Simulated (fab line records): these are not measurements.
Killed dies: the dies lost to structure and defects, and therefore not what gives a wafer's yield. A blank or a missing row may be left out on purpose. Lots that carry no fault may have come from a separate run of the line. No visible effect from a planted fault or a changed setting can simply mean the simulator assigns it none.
Split-lot trial | flow n5Finfet | 39 wafers read from 7 lots, route of 1938 steps

THE SPLIT ITSELF
At N5_BEOL_M15_TRENCH_ETCH_34 (etches SiO2 in C4F8/O2/Ar, target depth 872.93 nm, time 199 s), the setting timeS was moved away from the recipe's 199 s on 9 of the 39 wafers read, by +15.6% to +58.7%. The other wafers ran this setting at the recipe's value.

FROM THE SPLIT TO THE READING: what the file shows between them, 7 steps
- N5_BEOL_M15_STRIP_36: strips in O2
- N5_BEOL_M15_ECD_47: material Cu, target thk 1860 nm
- N5_BEOL_M15_ANNEAL_48: time 90 s
- N5_BEOL_M15_CMP_49: polishes, stops on SiO2, t overpolish 4.9 s, target thk 850 nm
- N5_BEOL_M15_THK_MEAS_50: measures by xrf
- N5_BEOL_M15_PRE_CLEAN_52: time 15 s
- N5_BEOL_M15_DEP_53: deposits SiCN from 3MS/NH3, target thk 50 nm, time 17.8 s

THE READING
M15_RS in ohm/sq, measured at N5_BEOL_M15_RS_MEAS_54 by four-point-probe. Fault-free wafers of this fab line usually give 0.0215 ohm/sq, standard deviation 0.00042 ohm/sq.

wafer  | tool, chamber at the split | timeS as run, s | against the recipe | M15_RS, ohm/sq | against lot-mates on the recipe
L074.1 | rieDiel-02, 3              | 199             | recipe             | 0.0212         | -
L074.2 | rieDiel-02, 1              | 199             | recipe             | 0.0208         | -
L074.3 | rieDiel-02, 2              | 199             | recipe             | 0.0210         | -
L074.4 | rieDiel-02, 0              | 199             | recipe             | 0.0220         | -
L074.5 | rieDiel-02, 3              | 199             | recipe             | 0.0209         | -
L074.6 | rieDiel-02, 2              | 199             | recipe             | 0.0211         | -
L083.3 | rieDiel-02, 2              | 199             | recipe             | 0.0213         | -
L083.4 | rieDiel-02, 0              | 199             | recipe             | 0.0215         | -
L083.6 | rieDiel-02, 2              | 199             | recipe             | 0.0213         | -
L082.1 | rieDiel-06, 0              | 199             | recipe             | 0.0214         | -
L082.2 | rieDiel-06, 3              | 199             | recipe             | 0.0217         | -
L082.3 | rieDiel-06, 2              | 236             | +18.6%             | 0.0179         | -0.0036
L082.4 | rieDiel-06, 1              | 236             | +18.6%             | 0.0182         | -0.0033
L082.5 | rieDiel-06, 0              | 199             | recipe             | 0.0215         | -
L082.6 | rieDiel-06, 1              | 236             | +18.6%             | 0.0183         | -0.0032
L089.1 | rieDiel-02, 0              | 230.1           | +15.6%             | 0.0183         | -0.0028
L089.2 | rieDiel-02, 3              | 230.1           | +15.6%             | 0.0182         | -0.0029
L089.3 | rieDiel-02, 1              | 230.1           | +15.6%             | 0.0178         | -0.0033
L089.4 | rieDiel-02, 2              | 199             | recipe             | 0.0212         | -
L089.5 | rieDiel-02, 0              | 199             | recipe             | 0.0214         | -
L089.6 | rieDiel-02, 1              | 199             | recipe             | 0.0207         | -
L091.1 | rieDiel-01, 1              | 199             | recipe             | 0.0214         | -
L091.2 | rieDiel-01, 0              | 199             | recipe             | 0.0212         | -
L091.3 | rieDiel-01, 3              | 315.9           | +58.7%             | 0.0136         | -0.0077
L091.4 | rieDiel-01, 2              | 315.9           | +58.7%             | 0.0137         | -0.0076
L091.5 | rieDiel-01, 0              | 199             | recipe             | 0.0212         | -
L091.6 | rieDiel-01, 3              | 315.9           | +58.7%             | 0.0135         | -0.0078
L093.1 | rieDiel-02, 0              | 199             | recipe             | 0.0214         | -
L093.2 | rieDiel-02, 1              | 199             | recipe             | 0.0210         | -
L093.3 | rieDiel-02, 2              | 199             | recipe             | 0.0215         | -
L093.4 | rieDiel-02, 3              | 199             | recipe             | 0.0211         | -
L093.5 | rieDiel-02, 1              | 199             | recipe             | 0.0208         | -
L093.6 | rieDiel-02, 0              | 199             | recipe             | 0.0216         | -
L096.1 | rieDiel-02, 0              | 199             | recipe             | 0.0213         | -
L096.2 | rieDiel-02, 3              | 199             | recipe             | 0.0210         | -
L096.3 | rieDiel-02, 2              | 199             | recipe             | 0.0213         | -
L096.4 | rieDiel-02, 1              | 199             | recipe             | 0.0209         | -
L096.5 | rieDiel-02, 2              | 199             | recipe             | 0.0213         | -
L096.6 | rieDiel-02, 1              | 199             | recipe             | 0.0210         | -

FIT RESULTS
A straight line over all 39 wafers: M15_RS changes by -0.000135 ohm/sq for each +1% of timeS; r = -0.98; the points scatter about the line by 0.00043 ohm/sq.
The same after taking each lot's own level away (the mean of its wafers on the recipe; 39 wafers): -0.000136 ohm/sq for each +1%; r = -0.98; scatter 0.00042 ohm/sq.
According to that fit, moving timeS by its largest amount changes the reading by 0.008 ohm/sq.
Measured against the standard deviation above, the lots' own levels, which go from 0.02110 to 0.02153 ohm/sq, span 1.0 times it.
Hence the lot-to-lot level has little effect on the slope; both slopes agree.
Check: for one of the wafers moved furthest among these (+58.7%), held out of the fit, the line's prediction against its lot-mates is -0.00829 ohm/sq. It came out at -0.00767 ohm/sq against them.

THE OTHER SPLITS THESE WAFERS WENT THROUGH
Other splits were also applied to these wafers ahead of the reading. Each is held against what the fit with the lots' levels taken away leaves over:
other split on the same wafers   | wafers away from the commonest value | r with M15_RS (lot level and that fit taken away)
N5_BEOL_M10_DEP_56 targetThkA    | 15                                   | +0.38
N5_BEOL_M12_ETCH_59 targetDepthA | 12                                   | -0.40

THE WHOLE CHAIN: every reading that the file lists as answering this split, in the file's order
step                       | what it does                                                   | reading                                                                         | change (the file's fit)               | r (the file's)
N5_BEOL_M15_TRENCH_ETCH_34 | etches SiO2 in C4F8/O2/Ar, target depth 872.93 nm, time 199 s  | etch.depthNm (the simulator's own value, which no gauge read)                   | +8.13 nm for each +1% of the setting  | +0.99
N5_BEOL_M15_TRENCH_ETCH_34 | etches SiO2 in C4F8/O2/Ar, target depth 872.93 nm, time 199 s  | coat_of_BEOL_M15_COAT_22.thkNm (the simulator's own value, which no gauge read) | -1.64 nm for each +1% of the setting  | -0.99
N5_BEOL_M15_CMP_49         | polishes, stops on SiO2, t overpolish 4.9 s, target thk 850 nm | Cu_of_BEOL_M15_ECD_47.thkNm (the simulator's own value, which no gauge read)    | +8.15 nm for each +1% of the setting  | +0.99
N5_BEOL_M15_THK_MEAS_50    | measures by xrf                                                | M15_THK                                                                         | +8.12 for each +1% of the setting     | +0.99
N5_BEOL_M15_RS_MEAS_54     | measures by four-point-probe                                   | M15_RS                                                                          | -0.000138 for each +1% of the setting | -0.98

THE FILE'S OWN FIT
M15_RS changes by -0.000138 ohm/sq for each +1% of timeS, r = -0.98.
